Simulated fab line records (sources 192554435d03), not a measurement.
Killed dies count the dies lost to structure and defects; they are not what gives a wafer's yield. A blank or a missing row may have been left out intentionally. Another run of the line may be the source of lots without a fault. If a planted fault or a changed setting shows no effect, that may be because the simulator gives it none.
Matching of chambers	flow n5-finfet	4 sister chambers for N5_BEOL_M11_ALD_74 on ald-metal-03
The step deposits TaN, target thk 2 nm, pulse time 2 s, purge time 3 s. 8 wafers are shown with their chamber, then 12 later ones without.

## WAFERS PAIRED WITH THEIR CHAMBERS
wafer	chamber	heater-power-w (W)	mfc-carrier-sccm (sccm)
L079.4	1	449	1495
L085.6	0	503	1507
L087.1	2	445	1497
L087.5	3	441	1491
L087.6	0	501	1498
L088.1	2	443	1499
L088.2	1	459	1498
L088.3	3	424	1497

## WAFERS MISSING THEIR CHAMBER
wafer	heater-power-w (W)	mfc-carrier-sccm (sccm)
L092.2	449	1495
L092.3	490	1500
L092.4	436	1501
L090.2	439	1501
L090.3	496	1509
L090.6	423	1503
L093.1	438	1500
L093.2	436	1493
L093.5	433	1496
L096.1	444	1509
L096.3	451	1499
L096.4	431	1498

## WHICH CHAMBER EACH WENT THROUGH
wafer	from the rows above	in truth
L092.2	can't be placed: 1 or 2 or 3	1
L092.3	0	0
L092.4	can't be placed: 2 or 3 or 1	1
L090.2	can't be placed: 2 or 3 or 1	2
L090.3	0	0
L090.6	can't be placed: 3 or 2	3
L093.1	can't be placed: 2 or 3 or 1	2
L093.2	can't be placed: 3 or 2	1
L093.5	can't be placed: 3 or 2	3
L096.1	can't be placed: 2 or 1 or 3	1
L096.3	can't be placed: 1 or 2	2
L096.4	can't be placed: 3 or 2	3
Placed correctly: 2 of 12. Not placeable from these rows: 10 (in 9, the candidates include the true chamber). 0 placed wrongly.
How it was worked out, from the rows above alone: a wafer's distance from a chamber is the root of the sum, over the readings, of the square of ((its reading less the chamber's mean) divided by the reading's scatter). If the next closest chamber is less than 2 further off than the closest, the wafer can't be placed; otherwise it belongs to the closest. For every chamber, the mean is computed from those of its wafers that are shown. The scatter: take each reading less its chamber's mean, square it, sum over the shown wafers, divide by the number of wafers less the number of chambers, and take the root.
